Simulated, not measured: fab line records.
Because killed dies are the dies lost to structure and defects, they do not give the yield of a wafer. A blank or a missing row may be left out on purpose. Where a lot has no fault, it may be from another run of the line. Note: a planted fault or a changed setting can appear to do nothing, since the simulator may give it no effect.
Commonality check across tools	flow n5-finfet	Sample size 10 lots and 30 wafers

== THE REASON FOR OPENING IT ==
N5_BEOL_M4_RC_MEAS_101, reading IOFF_P_LONG: flagged on 3 of 10 lots. No-fault wafers: 0.000106 nA/um, standard deviation 9.2e-06.
Rule: a lot is flagged in two cases, either no wafer of it has a number, or all its wafers with numbers fall more than 4 standard deviations from that mean. The rest of the lots are taken to be sound.

lot	measured	on	IOFF_P_LONG (nA/um), wafer by wafer	flag
L866	day 8 07:15	prober-02	0.000103 9.9e-05 9.8e-05	
L869	day 8 12:54	prober-02	9.8e-05 0.000106 9.9e-05	
L870	day 9 09:04	prober-02	0.000103 0.000102 9.9e-05	
L872	day 9 18:20	prober-01	0.000187 0.000174 0.000183	FLAGGED
L874	day 10 12:10	prober-01	0.000228 0.00022 0.000224	FLAGGED
L876	day 10 18:57	prober-01	9.8e-05 8.9e-05 9.8e-05	
L878	day 11 10:46	prober-01	0.000192 0.000187 0.000191	FLAGGED
L881	day 11 19:40	prober-01	0.000114 0.000106 0.000105	
L888	day 13 13:10	prober-02	0.000126 0.000127 0.000123	
L883	day 14 08:28	prober-01	0.000111 0.000112 0.000121	
The numbers of the flagged lots are 0.000198 nA/um on average: +0.000092 nA/um against the usual, or +10 standard deviations.

== WHICH TOOL EACH LOT WENT THROUGH ==
3 process steps preceding the reading are held in the record, out of 1938 steps in the route. Cell contents, in order: the tool; ch with the chambers the sampled wafers went through; the start.
lot	flag	N5_PMOS_HMC_CHANNEL_EPI_EPI_20	N5_BEOL_M4_SPUTTER_79	N5_BEOL_M4_SPUTTER_94
L866		epi-rpcvd-02 ch 0, day 1 18:26	pvd-sputter-03, day 8 04:37	pvd-sputter-03, day 8 05:56
L869		epi-rpcvd-02 ch 0, day 2 11:47	pvd-sputter-01, day 8 10:16	pvd-sputter-01, day 8 11:35
L870		epi-rpcvd-02 ch 0, day 2 18:37	pvd-sputter-01, day 9 06:07	pvd-sputter-01, day 9 07:26
L872	FLAGGED	epi-rpcvd-02 ch 0, day 3 07:30	pvd-sputter-02, day 9 11:05	pvd-sputter-02, day 9 16:52
L874	FLAGGED	epi-rpcvd-02 ch 0, day 3 18:17	pvd-sputter-01, day 10 08:23	pvd-sputter-01, day 10 09:42
L876		epi-rpcvd-03 ch 0, day 4 05:53	pvd-sputter-03, day 10 16:13	pvd-sputter-03, day 10 17:32
L878	FLAGGED	epi-rpcvd-02 ch 0, day 4 18:06	pvd-sputter-02, day 11 08:07	pvd-sputter-02, day 11 09:26
L881		epi-rpcvd-01 ch 0, day 5 12:14	pvd-sputter-01, day 11 16:29	pvd-sputter-01, day 11 17:49
L888		epi-rpcvd-03 ch 0, day 7 06:44	pvd-sputter-02, day 13 10:19	pvd-sputter-02, day 13 11:38
L883		epi-rpcvd-01 ch 0, day 6 00:22	pvd-sputter-01, day 14 05:12	pvd-sputter-01, day 14 06:31
What is done by these steps:
- N5_PMOS_HMC_CHANNEL_EPI_EPI_20: deposits SiGe30, target thk 59 nm.
- N5_BEOL_M4_SPUTTER_79: material Cu, target thk 4.5 nm, time 8.29 s.
- N5_BEOL_M4_SPUTTER_94: material Cu, target thk 4.5 nm, time 8.29 s.
- N5_BEOL_M4_RC_MEAS_101

== FLAGGED AGAINST TOTAL, ONE TOOL AT A TIME (gauges that did the reading follow at the end) ==
step	tool	lots run	flagged	share of the flagged lots	sound lots run after its first flagged lot
N5_PMOS_HMC_CHANNEL_EPI_EPI_20	epi-rpcvd-01	2	0	none	-
N5_PMOS_HMC_CHANNEL_EPI_EPI_20	epi-rpcvd-02	6	3	all	0
N5_PMOS_HMC_CHANNEL_EPI_EPI_20	epi-rpcvd-03	2	0	none	-
N5_BEOL_M4_SPUTTER_79	pvd-sputter-01	5	1	some	2 (L881,L883)
N5_BEOL_M4_SPUTTER_79	pvd-sputter-02	3	2	some	1 (L888)
N5_BEOL_M4_SPUTTER_79	pvd-sputter-03	2	0	none	-
N5_BEOL_M4_SPUTTER_94	pvd-sputter-01	5	1	some	2 (L881,L883)
N5_BEOL_M4_SPUTTER_94	pvd-sputter-02	3	2	some	1 (L888)
N5_BEOL_M4_SPUTTER_94	pvd-sputter-03	2	0	none	-
N5_BEOL_M4_RC_MEAS_101	prober-01	6	3	all	3 (L876,L881,L883)
N5_BEOL_M4_RC_MEAS_101	prober-02	4	0	none	-

== WHAT THE TABLE PERMITS ==
2 rows of the table ran every flagged lot: epi-rpcvd-02 at N5_PMOS_HMC_CHANNEL_EPI_EPI_20, prober-01 at N5_BEOL_M4_RC_MEAS_101.
- epi-rpcvd-02 at N5_PMOS_HMC_CHANNEL_EPI_EPI_20 ran 6 lots, 3 of them flagged. Its last sound lot is L870 (day 2 18:37), its first flagged lot L872 (day 3 07:30): a fault that began between those two fits.
- prober-01 at N5_BEOL_M4_RC_MEAS_101 ran 6 lots, 3 of them flagged. After the first flagged lot (L876, L881, L883), sound lots still ran on it; a lasting fault on the whole tool would not permit that.
Left over: one tool, epi-rpcvd-02 at N5_PMOS_HMC_CHANNEL_EPI_EPI_20.

== WHAT THE SIMULATOR HAD INSERTED ==
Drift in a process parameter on epi-rpcvd-02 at N5_PMOS_HMC_CHANNEL_EPI_EPI_20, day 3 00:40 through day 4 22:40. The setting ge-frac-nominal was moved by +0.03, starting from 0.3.
Struck lots among those shown: L872, L874, L878. This agrees with what the rule above found.
